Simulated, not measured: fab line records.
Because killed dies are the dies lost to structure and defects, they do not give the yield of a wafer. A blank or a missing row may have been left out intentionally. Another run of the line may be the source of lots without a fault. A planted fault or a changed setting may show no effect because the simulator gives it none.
fab line records ; flow n5Finfet
record lots=7; wafers=21
route steps=1938 shown BEOL_M8@1344 BEOL_M9@1418 BEOL_M10@1500
startH: hours from the record's opening day to when the first of the lot's shown wafers began ; waitH: time in hours since the lot's previous step ; " same as the row above ; L1.1+2: several wafers, shown together as one row ; - no value present, or no start provided ; * or withheld: withheld ; < > ~ a bound
route shown NAME@n: names a module that has steps shown in the file, with the first one's number in the route ; usual: mean/standard deviation of fault-free wafers ; same: alike in all rows ; chamber/n: place in a boat ; sites: readings site by site ; _std_site: the standard deviation of these ; _edge_site: mean of outer sites minus mean of inner sites ; radiusMm: how far each site lies from the wafer's centre ; mask NAME#n: copy n ; behind: the last tool/chamber to shape the wafer ; hold: why the lot was held/for how many hours/how that ended ; device: which transistor (n, p or np) failed to switch ; end of line: the same wafers' tests at the end of the route ; where a step has no rows: the recipe by itself ; killed: not the wafer's yield, but the dies lost to structure and defects at the first sort ; map: a wafer's dies, x killed, . not, _ none there
set.NAME: setting as actually run; set.NAME@STEP: the setting as run at that earlier step ; model.NAME: the simulator's own value behind a step, which no gauge read
lots with deliberately changed settings; one table per step, one row per wafer
## steps
# step N5_BEOL_M8_DEVELOP_10
# recipe developTimeS=30; developer=TMAH; resist=CAR-ArF; rinseLiquid=diw; dry=airSpin; devTempC=23
lot.wafer;tool;chamber;startH;waitH;set.developTimeS
L074.1;lithoTrack-01;0;-;-;30
L074.4+5;lithoTrack-01;0;-;-;31.85
L077.1+3+4;lithoTrack-02;0;-;-;30
L079.1+2+3;lithoTrack-03;0;-;-;30
L084.1+3+6;lithoTrack-03;0;-;-;30
L085.2;lithoTrack-02;0;-;-;27.69
L085.4+5;lithoTrack-02;0;-;-;30
L088.1+4+5;lithoTrack-02;0;-;-;30
L096.1;lithoTrack-02;0;-;-;30
L096.3+6;lithoTrack-02;0;-;-;33.53
# step N5_BEOL_M8_CD_MEAS_11
# recipe targetCdNm=38.5; landingEnergyEv=500; detector=seInlens; polarity=opening
# usual cdNm=38.5/0.63
lot.wafer;tool;chamber;startH;waitH;set.doseMj@BEOL_M8_EXPOSE_08;cdNm
L074.1;cdSem-01;0;209.47;-;70.28;39.5
L074.4;cdSem-01;0;209.47;-;68.25;39.8
L074.5;cdSem-01;0;209.47;-;68.25;38.3
L077.1;cdSem-03;0;240.66;-;70.94;40.6
L077.3;cdSem-03;0;240.66;-;70.94;40.7
L077.4;cdSem-03;0;240.66;-;68.25;38.8
L079.1;cdSem-02;0;249.63;-;68.25;38.7
L079.2;cdSem-02;0;249.63;-;68.25;38.3
L079.3;cdSem-02;0;249.63;-;68.25;38.0
L084.1;cdSem-01;0;270.34;-;68.25;39.3
L084.3;cdSem-01;0;270.34;-;70.6;40.4
L084.6;cdSem-01;0;270.34;-;70.6;39.1
L085.2;cdSem-01;0;281.62;-;65.86;36.2
L085.4;cdSem-01;0;281.62;-;68.25;39.0
L085.5;cdSem-01;0;281.62;-;68.25;39.4
L088.1;cdSem-02;0;308.70;-;64.9;36.6
L088.4;cdSem-02;0;308.70;-;68.25;39.0
L088.5;cdSem-02;0;308.70;-;68.25;39.4
L096.1;cdSem-01;0;341.13;-;68.25;39.0
L096.3;cdSem-01;0;341.13;-;68.25;38.9
L096.6;cdSem-01;0;341.13;-;73.05;42.3
# step N5_BEOL_M8_DESCUM_16
# recipe chemistry=O2; timeS=7.9; sourcePowerW=50; biasPowerW=20; pressureMtorr=20; rfFrequencyHz=2.712e+07; tempC=40; resist=CAR-ArF; o2FlowSccm=225
# step N5_BEOL_M8_ETCH_61
# recipe chemistry=CF4; target=SiARC; targetDepthA=455; maskMaterial=CAR-ArF; timeS=75.8; ionEnergyEv=80; pressureMtorr=40; sourceW=545; biasW=36; Ar_flow_sccm=100; cf4FlowSccm=100; ends=cleared
lot.wafer;tool;chamber;startH;waitH;set.doseMj@BEOL_M8_EXPOSE_08;model.BEOL_M8.cdOffsetNm
L074.1;rieDiel-05;3;210.23;0.0;70.28;1
L074.4;rieDiel-05;3;210.23;0.0;68.25;1.4
L074.5;rieDiel-05;2;210.23;0.0;68.25;-0.2
L077.1+3;rieDiel-05;0,1;240.79;0.0;70.94;2.2
L077.4;rieDiel-05;3;240.79;0.0;68.25;0.6
L079.1;rieDiel-02;2;249.75;0.0;68.25;-0.2
L079.2;rieDiel-02;1;249.75;0.0;68.25;-0.4
L079.3;rieDiel-02;0;249.75;0.0;68.25;-0.8
L084.1;rieDiel-01;2;270.46;0.0;68.25;0.8
L084.3;rieDiel-01;0;270.46;0.0;70.6;2
L084.6;rieDiel-01;0;270.46;0.0;70.6;1.2
L085.2;rieDiel-05;2;281.83;0.0;65.86;-2.2
L085.4;rieDiel-05;1;281.83;0.0;68.25;0
L085.5;rieDiel-05;0;281.83;0.0;68.25;0.8
L088.1;rieDiel-05;2;309.11;0.0;64.9;-2.2
L088.4+5;rieDiel-05;0,2;309.11;0.0;68.25;0.6
L096.1;rieDiel-05;3;341.59;0.0;68.25;0
L096.3;rieDiel-05;0;341.59;0.0;68.25;0.4
L096.6;rieDiel-05;0;341.59;0.0;73.05;3.6
# step N5_BEOL_M8_ETCH_62
# recipe chemistry=N2/H2; target=SOC; targetDepthA=1100; overetchA=220; maskMaterial=SiARC; tempC=40; timeS=165; ionEnergyEv=200; pressureMtorr=30; sourceW=840; biasW=150; n2FlowSccm=200; h2FlowSccm=200
lot.wafer;tool;chamber;startH;waitH;set.doseMj@BEOL_M8_EXPOSE_08;model.BEOL_M8.cdOffsetNm
L074.1;rieDiel-05;3;210.29;0.0;70.28;1
L074.4;rieDiel-05;3;210.29;0.0;68.25;1.4
L074.5;rieDiel-05;2;210.29;0.0;68.25;0
L077.1+3;rieDiel-05;0,1;240.84;0.0;70.94;1.8
L077.4;rieDiel-05;3;240.84;0.0;68.25;0.6
L079.1;rieDiel-02;2;249.81;0.0;68.25;-0.4
L079.2;rieDiel-02;1;249.81;0.0;68.25;0
L079.3;rieDiel-02;0;249.81;0.0;68.25;-0.8
L084.1;rieDiel-01;2;270.52;0.0;68.25;0.6
L084.3;rieDiel-01;0;270.52;0.0;70.6;2
L084.6;rieDiel-01;0;270.52;0.0;70.6;1.4
L085.2;rieDiel-05;2;281.89;0.0;65.86;-2
L085.4;rieDiel-05;1;281.89;0.0;68.25;-0.4
L085.5;rieDiel-05;0;281.89;0.0;68.25;0.6
L088.1;rieDiel-05;2;309.17;0.0;64.9;-2
L088.4;rieDiel-05;0;309.17;0.0;68.25;0.4
L088.5;rieDiel-05;2;309.17;0.0;68.25;0.8
L096.1;rieDiel-05;3;341.64;0.0;68.25;-0.4
L096.3;rieDiel-05;0;341.64;0.0;68.25;0.4
L096.6;rieDiel-05;0;341.64;0.0;73.05;3.4
# step N5_BEOL_M8_STRIP_68
# recipe chemistry=N2/H2; tempC=40; n2FlowSccm=200; h2FlowSccm=200; rfFrequencyHz=6e+07
# step N5_BEOL_M8_STRIP_67
# recipe chemistry=CF4; resist=SiARC; powerW=300; biasPowerW=75; pressureMtorr=50; cf4FlowSccm=150; rfFrequencyHz=6e+07
# step N5_BEOL_M8_HM_OPEN_17
# recipe chemistry=Cl2/BCl3; targetDepthA=200; overetchA=60; target=TiN; maskMaterial=SOC; ionEnergyEv=150; pressureMtorr=10; icpW=1000; biasW=126; Cl2_flow_sccm=53.25; bcl3FlowSccm=21.75; Ar_flow_sccm=25
lot.wafer;tool;chamber;startH;waitH;set.doseMj@BEOL_M8_EXPOSE_08;model.BEOL_M8.cdOffsetNm
L074.1;rieMetal-01;0;210.48;0.0;70.28;0.8
L074.4;rieMetal-01;0;210.48;0.0;68.25;1.2
L074.5;rieMetal-01;0;210.48;0.0;68.25;0
L077.1+3;rieMetal-02;1;241.03;0.0;70.94;1.8
L077.4;rieMetal-02;0;241.03;0.0;68.25;1
L079.1;rieMetal-02;1;250.00;0.0;68.25;-0.6
L079.2;rieMetal-02;0;250.00;0.0;68.25;0.2
L079.3;rieMetal-02;0;250.00;0.0;68.25;-0.4
L084.1;rieMetal-03;1;270.71;0.0;68.25;0.6
L084.3;rieMetal-03;1;270.71;0.0;70.6;2.2
L084.6;rieMetal-03;0;270.71;0.0;70.6;1.4
L085.2;rieMetal-03;0;282.08;0.0;65.86;-2
L085.4;rieMetal-03;1;282.08;0.0;68.25;-0.2
L085.5;rieMetal-03;0;282.08;0.0;68.25;0.8
L088.1;rieMetal-02;1;309.35;0.0;64.9;-2
L088.4;rieMetal-02;1;309.35;0.0;68.25;0.2
L088.5;rieMetal-02;0;309.35;0.0;68.25;1
L096.1;rieMetal-01;1;341.83;0.0;68.25;0
L096.3;rieMetal-01;1;341.83;0.0;68.25;0.6
L096.6;rieMetal-01;0;341.83;0.0;73.05;3.2
# step N5_BEOL_M8_STRIP_19
# recipe chemistry=O2; powerW=400; tempC=40; pressureMtorr=30; rfFrequencyHz=6e+07; biasPowerW=0; overashFraction=0.2; o2FlowSccm=225
# step N5_BEOL_M8_CD_MEAS_18
# recipe pitchNm=80; targetCdNm=40
# usual cdNm=39.9/0.65
lot.wafer;tool;chamber;startH;waitH;set.doseMj@BEOL_M8_EXPOSE_08;cdNm
L074.1;cdSem-03;-;210.67;0.0;70.28;41.0
L074.4;cdSem-03;-;210.67;0.0;68.25;41.2
L074.5;cdSem-03;-;210.67;0.0;68.25;40.0
L077.1;cdSem-03;-;241.21;0.0;70.94;41.4
L077.3;cdSem-03;-;241.21;0.0;70.94;41.4
L077.4;cdSem-03;-;241.21;0.0;68.25;40.9
L079.1;cdSem-01;-;250.27;0.0;68.25;39.5
L079.2;cdSem-01;-;250.27;0.0;68.25;40.2
L079.3;cdSem-01;-;250.27;0.0;68.25;39.6
L084.1;cdSem-03;-;270.89;0.0;68.25;40.5
L084.3;cdSem-03;-;270.89;0.0;70.6;42.0
L084.6;cdSem-03;-;270.89;0.0;70.6;41.3
L085.2;cdSem-01;-;282.26;0.1;65.86;38.6
L085.4;cdSem-01;-;282.26;0.1;68.25;40.2
L085.5;cdSem-01;-;282.26;0.1;68.25;40.5
L088.1;cdSem-03;-;309.54;0.0;64.9;38.3
L088.4;cdSem-03;-;309.54;0.0;68.25;40.0
L088.5;cdSem-03;-;309.54;0.0;68.25;40.8
L096.1;cdSem-02;-;342.10;0.0;68.25;39.8
L096.3;cdSem-02;-;342.10;0.0;68.25;40.8
L096.6;cdSem-02;-;342.10;0.0;73.05;43.4
# step N5_BEOL_M8_COAT_63
# recipe resist=SOC; tempC=250; timeS=60; spinRpm=1500; resistThkNm=60
# step N5_BEOL_M8_COAT_64
# recipe resist=SiARC; tempC=220; timeS=60; spinRpm=1500; resistThkNm=12
# step N5_BEOL_M8_PRECLEAN_42
# recipe chemistry=residueRemover; timeS=60; tempC=40
# step N5_BEOL_M8_SRD_43
# recipe timeS=30; tempC=23; rinseLiquid=diw; dry=ipaMarangoni
# step N5_BEOL_M8_CD_MEAS_35
# recipe targetCdNm=40; polarity=opening
# usual cdNm=39.9/0.69
lot.wafer;tool;chamber;startH;waitH;set.doseMj@BEOL_M8_EXPOSE_08;cdNm
L074.1;cdSem-03;-;213.04;0.0;70.28;40.7
L074.4;cdSem-03;-;213.04;0.0;68.25;40.8
L074.5;cdSem-03;-;213.04;0.0;68.25;40.1
L077.1;cdSem-02;-;243.64;0.0;70.94;41.8
L077.3;cdSem-02;-;243.64;0.0;70.94;42.0
L077.4;cdSem-02;-;243.64;0.0;68.25;40.8
L079.1;cdSem-03;-;252.11;0.0;68.25;39.2
L079.2;cdSem-03;-;252.11;0.0;68.25;39.9
L079.3;cdSem-03;-;252.11;0.0;68.25;39.0
L084.1;cdSem-03;-;273.33;0.0;68.25;40.6
L084.3;cdSem-03;-;273.33;0.0;70.6;41.8
L084.6;cdSem-03;-;273.33;0.0;70.6;41.3
L085.2;cdSem-01;-;285.24;0.0;65.86;38.5
L085.4;cdSem-01;-;285.24;0.0;68.25;39.6
L085.5;cdSem-01;-;285.24;0.0;68.25;40.7
L088.1;cdSem-01;-;311.00;0.0;64.9;38.1
L088.4;cdSem-01;-;311.00;0.0;68.25;40.1
L088.5;cdSem-01;-;311.00;0.0;68.25;40.7
L096.1;cdSem-03;-;343.87;0.0;68.25;39.9
L096.3;cdSem-03;-;343.87;0.0;68.25;41.0
L096.6;cdSem-03;-;343.87;0.0;73.05;42.9
# step N5_BEOL_M9_ETCH_61
# recipe chemistry=CF4; target=SiARC; targetDepthA=390; maskMaterial=CAR-ArF; timeS=65; ionEnergyEv=80; pressureMtorr=40; sourceW=545; biasW=36; Ar_flow_sccm=100; cf4FlowSccm=100; ends=cleared
# usual rfVppV=184.0/1.2
lot.wafer;tool;chamber;startH;waitH;set.sourceW;rfVppV
L074.1;rieDiel-06;0;219.17;0.0;603.5;177.9
L074.4;rieDiel-06;1;219.17;0.0;603.5;178.4
L074.5;rieDiel-06;0;219.17;0.0;603.5;177.3
L077.1;rieDiel-04;1;251.13;0.0;545;184.5
L077.3;rieDiel-04;3;251.13;0.0;545;183.2
L077.4;rieDiel-04;2;251.13;0.0;545;183.1
L079.1;rieDiel-04;3;257.06;0.0;545;183.3
L079.2;rieDiel-04;1;257.06;0.0;545;183.5
L079.3;rieDiel-04;0;257.06;0.0;545;183.7
L084.1;rieDiel-03;3;280.15;0.0;588.8;179.3
L084.3;rieDiel-03;0;280.15;0.0;545;184.1
L084.6;rieDiel-03;1;280.15;0.0;545;185.5
L085.2;rieDiel-04;2;290.87;0.0;642.7;174.3
L085.4;rieDiel-04;3;290.87;0.0;642.7;172.3
L085.5;rieDiel-04;3;290.87;0.0;642.7;173.5
L088.1;rieDiel-06;0;315.44;0.0;477.6;190.2
L088.4;rieDiel-06;2;315.44;0.0;545;183.6
L088.5;rieDiel-06;2;315.44;0.0;477.6;192.8
L096.1;rieDiel-04;0;350.57;0.0;582;179.9
L096.3;rieDiel-04;3;350.57;0.0;582;179.9
L096.6;rieDiel-04;3;350.57;0.0;545;184.3
# step N5_BEOL_M9_ETCH_62
# recipe chemistry=N2/H2; target=SOC; targetDepthA=1100; overetchA=220; maskMaterial=SiARC; tempC=40; timeS=165; ionEnergyEv=200; pressureMtorr=30; sourceW=840; biasW=150; n2FlowSccm=200; h2FlowSccm=200
lot.wafer;tool;chamber;startH;waitH;set.timeS;model.SiARC_of_BEOL_M9_COAT_60.thkNm
L074.1;rieDiel-06;0;219.22;0.0;165;24.2
L074.4;rieDiel-06;1;219.22;0.0;165;23.2
L074.5;rieDiel-06;0;219.22;0.0;140;25.2
L077.1;rieDiel-04;1;251.18;0.0;165;23.8
L077.3;rieDiel-04;3;251.18;0.0;165;24.2
L077.4;rieDiel-04;2;251.18;0.0;165;23.6
L079.1;rieDiel-04;3;257.11;0.0;165;24
L079.2+3;rieDiel-04;1,0;257.11;0.0;165;23.6
L084.1+6;rieDiel-03;3,1;280.20;0.0;189.8;22.2
L084.3;rieDiel-03;0;280.20;0.0;165;23.4
L085.2;rieDiel-04;2;290.92;0.0;165;23.6
L085.4;rieDiel-04;3;290.92;0.0;165;24
L085.5;rieDiel-04;3;290.92;0.0;147.1;24.6
L088.1;rieDiel-06;0;315.49;0.0;165;24
L088.4+5;rieDiel-06;2;315.49;0.0;165;23.6
L096.1;rieDiel-04;0;350.62;0.0;133.2;25
L096.3+6;rieDiel-04;3;350.62;0.0;165;24
# step N5_BEOL_M10_PEB_26
# recipe pebTempC=withheld; pebTimeS=60; resist=CAR-ArF
lot.wafer;tool;chamber;startH;waitH;set.pebTimeS
L074.1;lithoTrack-05;0;227.97;0.1;71.71
L074.4+5;lithoTrack-05;0;227.97;0.1;60
L077.1+3+4;lithoTrack-02;0;262.57;0.1;60
L079.1+2+3;lithoTrack-02;0;265.02;0.1;60
L084.1+3;lithoTrack-05;0;288.91;0.1;70.4
L084.6;lithoTrack-05;0;288.91;0.1;60
L085.2+5;lithoTrack-02;0;297.97;0.1;60
L085.4;lithoTrack-02;0;297.97;0.1;64.92
L088.1+4;lithoTrack-05;0;325.92;0.1;55.78
L088.5;lithoTrack-05;0;325.92;0.1;60
L096.1+3+6;lithoTrack-03;0;359.47;0.1;60
# step N5_BEOL_M10_DEVELOP_27
# recipe developTimeS=30; developer=TMAH; resist=CAR-ArF; rinseLiquid=diw; dry=airSpin; devTempC=23
# step N5_BEOL_M10_CD_MEAS_28
# recipe targetCdNm=70; landingEnergyEv=500; detector=seInlens; polarity=opening
# usual cdNm=70.4/1.3
lot.wafer;tool;chamber;startH;waitH;set.pebTimeS@BEOL_M10_PEB_26;cdNm
L074.1;cdSem-03;0;228.04;-;71.71;78.9
L074.4;cdSem-03;0;228.04;-;60;73.2
L074.5;cdSem-03;0;228.04;-;60;71.7
L077.1;cdSem-03;0;262.64;-;60;70.5
L077.3;cdSem-03;0;262.64;-;60;72.0
L077.4;cdSem-03;0;262.64;-;60;72.6
L079.1;cdSem-02;0;265.08;-;60;70.5
L079.2;cdSem-02;0;265.08;-;60;69.2
L079.3;cdSem-02;0;265.08;-;60;71.2
L084.1;cdSem-03;0;288.98;-;70.4;79.8
L084.3;cdSem-03;0;288.98;-;70.4;79.5
L084.6;cdSem-03;0;288.98;-;60;71.8
L085.2;cdSem-01;0;298.04;-;60;69.4
L085.4;cdSem-01;0;298.04;-;64.92;74.2
L085.5;cdSem-01;0;298.04;-;60;71.5
L088.1;cdSem-02;0;325.99;-;55.78;68.5
L088.4;cdSem-02;0;325.99;-;55.78;67.6
L088.5;cdSem-02;0;325.99;-;60;72.3
L096.1;cdSem-01;0;359.53;-;60;68.5
L096.3;cdSem-01;0;359.53;-;60;69.4
L096.6;cdSem-01;0;359.53;-;60;68.4
# step N5_BEOL_M10_TRENCH_ETCH_37
# recipe chemistry=C4F6/O2; targetDepthA=1488.3; target=SiCOH_lowk; timeS=48; ionEnergyEv=250; pressureMtorr=30; sourceW=345; biasW=185; Ar_flow_sccm=300; C4F6_flow_sccm=10; O2_flow_sccm=10
lot.wafer;tool;chamber;startH;waitH;set.timeS;model.BEOL_M10.featureDepthNm;model.etch.depthNm
L074.1;rieDiel-01;3;-;-;53.03;160.8;160.7
L074.4;rieDiel-01;2;-;-;48;146.8;146.9
L074.5;rieDiel-01;0;-;-;53.03;168;167.9
L077.1;rieDiel-02;0;-;-;58.27;180.8;180.7
L077.3;rieDiel-02;1;-;-;48;145.4;145.4
L077.4;rieDiel-02;2;-;-;58.27;177.4;177.4
L079.1;rieDiel-01;1;-;-;48;153.4;153.4
L079.2;rieDiel-01;2;-;-;48;149.4;149.5
L079.3;rieDiel-01;0;-;-;48;151.8;151.8
L084.1;rieDiel-05;0;-;-;48;142.8;142.8
L084.3;rieDiel-05;1;-;-;48;142.4;142.4
L084.6;rieDiel-05;2;-;-;48;151.2;151.3
L085.2;rieDiel-02;2;-;-;48;143.8;143.9
L085.4;rieDiel-02;3;-;-;38.07;119.8;119.9
L085.5;rieDiel-02;1;-;-;48;147.4;147.4
L088.1;rieDiel-02;2;-;-;48;146;146.1
L088.4;rieDiel-02;1;-;-;48;146.4;146.4
L088.5;rieDiel-02;0;-;-;44.81;137.6;137.6
L096.1;rieDiel-05;0;-;-;48;143;143
L096.3;rieDiel-05;3;-;-;48;144.6;144.7
L096.6;rieDiel-05;2;-;-;44.11;138.6;138.6
# step N5_BEOL_M10_ETCH_41
# recipe chemistry=CH3F/O2; target=SiCN; targetDepthA=426; taperDeg=2; timeS=86; ionEnergyEv=120; maskMaterial=TiN; pressureMtorr=30; sourceW=395; biasW=75; Ar_flow_sccm=150; CH3F_flow_sccm=30; O2_flow_sccm=20
# step N5_BEOL_M10_STRIP_77
# recipe chemistry=N2/H2; timeS=10; powerW=450; tempC=40; pressureMtorr=20; rfFrequencyHz=6e+07; biasPowerW=7; n2FlowSccm=200; h2FlowSccm=200
# step N5_BEOL_M10_OCD_MEAS_38
# usual trenchDepthNm=148/3.2
lot.wafer;tool;chamber;startH;waitH;set.timeS@BEOL_M10_TRENCH_ETCH_37;trenchDepthNm
L074.1;ocd-02;-;228.62;-;53.03;160
L074.4;ocd-02;-;228.62;-;48;148
L074.5;ocd-02;-;228.62;-;53.03;168
L077.1;ocd-02;-;263.23;-;58.27;180
L077.3;ocd-02;-;263.23;-;48;145
L077.4;ocd-02;-;263.23;-;58.27;177
L079.1;ocd-02;-;265.67;-;48;153
L079.2;ocd-02;-;265.67;-;48;150
L079.3;ocd-02;-;265.67;-;48;152
L084.1;ocd-02;-;289.56;-;48;143
L084.3;ocd-02;-;289.56;-;48;142
L084.6;ocd-02;-;289.56;-;48;151
L085.2;ocd-02;-;298.79;-;48;144
L085.4;ocd-02;-;298.79;-;38.07;120
L085.5;ocd-02;-;298.79;-;48;148
L088.1;ocd-01;-;326.57;-;48;146
L088.4;ocd-01;-;326.57;-;48;146
L088.5;ocd-01;-;326.57;-;44.81;138
L096.1;ocd-01;-;360.12;-;48;143
L096.3;ocd-01;-;360.12;-;48;145
L096.6;ocd-01;-;360.12;-;44.11;139
# step N5_BEOL_M10_HM_STRIP_39
# recipe chemistry=peroxideTinStrip; material=TiN; targetDepthA=250; tempC=50; timeS=158
# step N5_BEOL_M10_SRD_40
# recipe timeS=30; tempC=23; rinseLiquid=diw; dry=ipaMarangoni
# step N5_BEOL_M10_ECD_50
# recipe material=Cu; targetThkA=3180
# step N5_BEOL_M10_ANNEAL_51
# recipe tempC=225; timeS=90; ambient=N2
# step N5_BEOL_M10_CMP_52
# recipe stopOn=SiCOH_lowk; tOverpolishS=7; downForcePsi=1; platenRpm=50; clearingPlatenDownForcePsi=1.5; clearingPlatenRpm=50; postCmpClean=cuAlkaline; targetThkNm=140; clearingPlatenPadVelocityMS=0.99484; padVelocityMS=0.99484
lot.wafer;tool;chamber;startH;waitH;set.timeS@BEOL_M10_TRENCH_ETCH_37;model.Cu_of_BEOL_M10_ECD_50.thkNm
L074.1;cmp-01;0;230.81;0.3;53.03;152.4
L074.4;cmp-01;2;230.81;0.3;48;137
L074.5;cmp-01;0;230.81;0.3;53.03;159.4
L077.4;cmp-02;0;266.76;0.2;58.27;169.4
L077.1;cmp-02;1;266.76;0.2;58.27;174.6
L077.3;cmp-02;2;266.76;0.2;48;136.2
L079.3;cmp-01;2;268.08;0.2;48;142.2
L079.1;cmp-01;3;268.08;0.2;48;146.6
L079.2;cmp-01;1;268.08;0.2;48;140.2
L084.3;cmp-04;3;291.79;0.3;48;129.4
L084.1;cmp-04;0;291.79;0.3;48;131
L084.6;cmp-04;1;291.79;0.3;48;140.8
L085.4;cmp-01;0;301.18;0.2;38.07;111.4
L085.2;cmp-01;1;301.18;0.2;48;133.2
L085.5;cmp-01;3;301.18;0.2;48;139
L088.1;cmp-02;0;328.60;0.3;48;135.6
L088.4;cmp-02;2;328.60;0.3;48;134.8
L088.5;cmp-02;0;328.60;0.3;44.81;128.8
L096.1;cmp-04;2;362.60;0.3;48;132.8
L096.3;cmp-04;3;362.60;0.3;48;133.8
L096.6;cmp-04;1;362.60;0.3;44.11;129.2
# step N5_BEOL_M10_THK_MEAS_53
# recipe thkMeasGauge=xrf; reads=Cu_of_BEOL_M10_ECD_50
# usual M10_THK=139/3.5
lot.wafer;tool;chamber;startH;waitH;set.timeS@BEOL_M10_TRENCH_ETCH_37;M10_THK[nm]
L074.1;filmMetro-02;-;231.11;-;53.03;154
L074.4;filmMetro-02;-;231.11;-;48;138
L074.5;filmMetro-02;-;231.11;-;53.03;160
L077.1;filmMetro-02;-;267.01;-;58.27;175
L077.3;filmMetro-02;-;267.01;-;48;137
L077.4;filmMetro-02;-;267.01;-;58.27;170
L079.1;filmMetro-01;-;268.38;-;48;145
L079.2;filmMetro-01;-;268.38;-;48;139
L079.3;filmMetro-01;-;268.38;-;48;140
L084.1;filmMetro-02;-;292.01;-;48;133
L084.3;filmMetro-02;-;292.01;-;48;131
L084.6;filmMetro-02;-;292.01;-;48;142
L085.2;filmMetro-02;-;301.44;-;48;134
L085.4;filmMetro-02;-;301.44;-;38.07;112
L085.5;filmMetro-02;-;301.44;-;48;139
L088.1;filmMetro-01;-;328.90;-;48;136
L088.4;filmMetro-01;-;328.90;-;48;135
L088.5;filmMetro-01;-;328.90;-;44.81;129
L096.1;filmMetro-02;-;362.85;-;48;132
L096.3;filmMetro-02;-;362.85;-;48;133
L096.6;filmMetro-02;-;362.85;-;44.11;129
# step N5_BEOL_M10_PRE_CLEAN_55
# recipe gas=NH3; timeS=15; tempC=withheld; rfPowerW=300
# step N5_BEOL_M10_DEP_56
# recipe material=SiCN; targetThkA=150; tempC=withheld; precursor=3MS/NH3; pressureTorr=3; rfW=202; timeS=26.5
# step N5_BEOL_M10_RS_MEAS_57
# recipe thkMeasGauge=four-point-probe; reads=Cu_of_BEOL_M10_ECD_50+Co_of_BEOL_M10_CVD_75+TaN_of_BEOL_M10_ALD_74
# usual M10_RS=0.153/0.0044
lot.wafer;tool;chamber;startH;waitH;set.timeS@BEOL_M10_TRENCH_ETCH_37;M10_RS[ohm/sq]
L074.1;filmMetro-01;-;231.27;0.1;53.03;0.137
L074.4;filmMetro-01;-;231.27;0.1;48;0.154
L074.5;filmMetro-01;-;231.27;0.1;53.03;0.131
L077.1;filmMetro-01;-;267.15;0.1;58.27;0.119
L077.3;filmMetro-01;-;267.15;0.1;48;0.156
L077.4;filmMetro-01;-;267.15;0.1;58.27;0.123
L079.1;filmMetro-02;-;268.51;0.1;48;0.144
L079.2;filmMetro-02;-;268.51;0.1;48;0.151
L079.3;filmMetro-02;-;268.51;0.1;48;0.148
L084.1;filmMetro-01;-;292.14;0.1;48;0.163
L084.3;filmMetro-01;-;292.14;0.1;48;0.165
L084.6;filmMetro-01;-;292.14;0.1;48;0.150
L085.2;filmMetro-02;-;301.57;0.1;48;0.159
L085.4;filmMetro-02;-;301.57;0.1;38.07;0.194
L085.5;filmMetro-02;-;301.57;0.1;48;0.152
L088.1;filmMetro-01;-;329.03;0.1;48;0.156
L088.4;filmMetro-01;-;329.03;0.1;48;0.157
L088.5;filmMetro-01;-;329.03;0.1;44.81;0.166
L096.1;filmMetro-02;-;362.99;0.1;48;0.160
L096.3;filmMetro-02;-;362.99;0.1;48;0.159
L096.6;filmMetro-02;-;362.99;0.1;44.11;0.165
## key
split step=N5_BEOL_M8_DEVELOP_10; setting=developTimeS; stated=30; by=wafer
response none clear
split step=N5_BEOL_M9_ETCH_61; setting=sourceW; stated=545; by=wafer
response step=N5_BEOL_M9_ETCH_61; reading=rfVppV; change=-0.645; per=1%; r=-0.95
split step=N5_BEOL_M9_ETCH_62; setting=timeS; stated=165; by=wafer
response step=N5_BEOL_M9_ETCH_62; reading=model.SiARC_of_BEOL_M9_COAT_60.thkNm; change=-0.0727; per=1%; r=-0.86
split step=N5_BEOL_M10_PEB_26; setting=pebTimeS; stated=60; by=wafer
response step=N5_BEOL_M10_CD_MEAS_28; reading=cdNm; change=+0.403; per=1%; r=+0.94
split step=N5_BEOL_M10_TRENCH_ETCH_37; setting=timeS; stated=48; by=wafer
response step=N5_BEOL_M10_TRENCH_ETCH_37; reading=model.BEOL_M10.featureDepthNm; change=+1.39; per=1%; r=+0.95
response step=N5_BEOL_M10_TRENCH_ETCH_37; reading=model.etch.depthNm; change=+1.39; per=1%; r=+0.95
response step=N5_BEOL_M10_OCD_MEAS_38; reading=trenchDepthNm; change=+1.37; per=1%; r=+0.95
response step=N5_BEOL_M10_CMP_52; reading=model.Cu_of_BEOL_M10_ECD_50.thkNm; change=+1.4; per=1%; r=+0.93
response step=N5_BEOL_M10_THK_MEAS_53; reading=M10_THK; change=+1.39; per=1%; r=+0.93
response step=N5_BEOL_M10_RS_MEAS_57; reading=M10_RS; change=-0.00169; per=1%; r=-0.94
split outsideThisFile step=N5_BEOL_M8_EXPOSE_08 setting=doseMj
# split outsideThisFile: this setting was split too, and the file shows its column; the key of that split is in another file
